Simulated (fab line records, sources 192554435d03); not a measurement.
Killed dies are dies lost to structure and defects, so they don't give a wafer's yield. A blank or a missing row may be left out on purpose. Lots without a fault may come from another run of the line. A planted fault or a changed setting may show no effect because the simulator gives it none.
Chamber matching | flow n5_finfet | N5_BEOL_M15_ETCH_57 on rie_diel-06: 4 sister chambers
The step etches SOC in N2/H2, time 750 s. 4 wafers are shown with their chamber, then 10 later ones without.

WAFERS WITH THEIR CHAMBER
wafer  | chamber | drypump_motor_current_A (A)
L084.6 | 1       | 5.8
L088.6 | 2       | 6.1
L090.3 | 3       | 5.7
L090.4 | 0       | 5.3

WAFERS WITHOUT THEIR CHAMBER
wafer  | drypump_motor_current_A (A)
L090.5 | 6.1
L097.1 | 5.4
L097.2 | 5.8
L097.4 | 5.7
L096.1 | 6.1
L096.2 | 5.7
L096.3 | 5.3
L096.4 | 5.8
L096.5 | 5.7
L096.6 | 5.4

WHICH CHAMBER EACH WENT THROUGH
wafer  | from the rows above | in truth
L090.5 | 2                   | 2
L097.1 | 0                   | 0
L097.2 | 1                   | 1
L097.4 | 3                   | 3
L096.1 | 2                   | 2
L096.2 | 3                   | 3
L096.3 | 0                   | 0
L096.4 | 1                   | 1
L096.5 | 3                   | 3
L096.6 | 0                   | 0
Placed correctly: 10 of 10. Can't be placed from these rows: 0. Placed wrongly: 0.
How it was worked out, from the rows above alone: a wafer's distance from a chamber is the root of the sum, over the readings, of the square of ((its reading less the chamber's mean) divided by the reading's scatter). The wafer belongs to the nearest chamber; if the next one is less than 2 further off, it can't be placed. A chamber's mean is the mean of its shown wafers. The scatter: with one shown wafer a chamber, the root of the mean of the squares of how far each hidden wafer lies from its nearest shown one.
